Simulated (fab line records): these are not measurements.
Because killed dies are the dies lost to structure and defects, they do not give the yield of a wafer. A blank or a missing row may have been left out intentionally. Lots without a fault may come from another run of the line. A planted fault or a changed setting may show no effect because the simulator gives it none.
Matching of chambers || flow n5_finfet || N5_BEOL_M0_SAQP_ETCH_106 on rie_diel-06 has 4 sister chambers
The step etches SOC in N2/H2, stops on SiNx, target depth 150 nm. 4 wafers are shown with their chamber, then 8 later ones without.

## WAFERS, EACH WITH ITS CHAMBER
{"wafer": "L085.4", "chamber": 0, "drypump_motor_current_A (A)": 5.6}
{"wafer": "L085.5", "chamber": 2, "drypump_motor_current_A (A)": 6.0}
{"wafer": "L085.6", "chamber": 3, "drypump_motor_current_A (A)": 5.6}
{"wafer": "L094.1", "chamber": 1, "drypump_motor_current_A (A)": 6.2}

## WAFERS WITHOUT THEIR CHAMBER
{"wafer": "L094.5", "drypump_motor_current_A (A)": 6.2}
{"wafer": "L094.6", "drypump_motor_current_A (A)": 5.7}
{"wafer": "L096.1", "drypump_motor_current_A (A)": 5.6}
{"wafer": "L096.2", "drypump_motor_current_A (A)": 6.0}
{"wafer": "L096.5", "drypump_motor_current_A (A)": 5.7}
{"wafer": "L095.2", "drypump_motor_current_A (A)": 6.1}
{"wafer": "L095.3", "drypump_motor_current_A (A)": 5.6}
{"wafer": "L095.5", "drypump_motor_current_A (A)": 5.7}

## THE CHAMBER EACH PASSED THROUGH
{"wafer": "L094.5", "from the rows above": 1, "in truth": 1}
{"wafer": "L094.6", "from the rows above": "can't be placed: 0 or 3", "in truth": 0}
{"wafer": "L096.1", "from the rows above": "can't be placed: 0 or 3", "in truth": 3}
{"wafer": "L096.2", "from the rows above": 2, "in truth": 2}
{"wafer": "L096.5", "from the rows above": "can't be placed: 0 or 3", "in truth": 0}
{"wafer": "L095.2", "from the rows above": "can't be placed: 2 or 1", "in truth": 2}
{"wafer": "L095.3", "from the rows above": "can't be placed: 0 or 3", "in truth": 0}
{"wafer": "L095.5", "from the rows above": "can't be placed: 0 or 3", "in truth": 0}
Correctly placed: 2 of 8. These rows do not allow placing 6 (true chamber among the candidates in 6). Wrongly placed: 0.
How it was worked out, from the rows above alone: a wafer's distance from a chamber is the root of the sum, over the readings, of the square of ((its reading less the chamber's mean) divided by the reading's scatter). If the next closest chamber is less than 2 further off than the closest, the wafer can't be placed; otherwise it belongs to the closest. For every chamber, the mean is computed from those of its wafers that are shown. The scatter (one wafer shown for each chamber): square how far every hidden wafer sits from the nearest shown wafer, average those squares and take the square root.
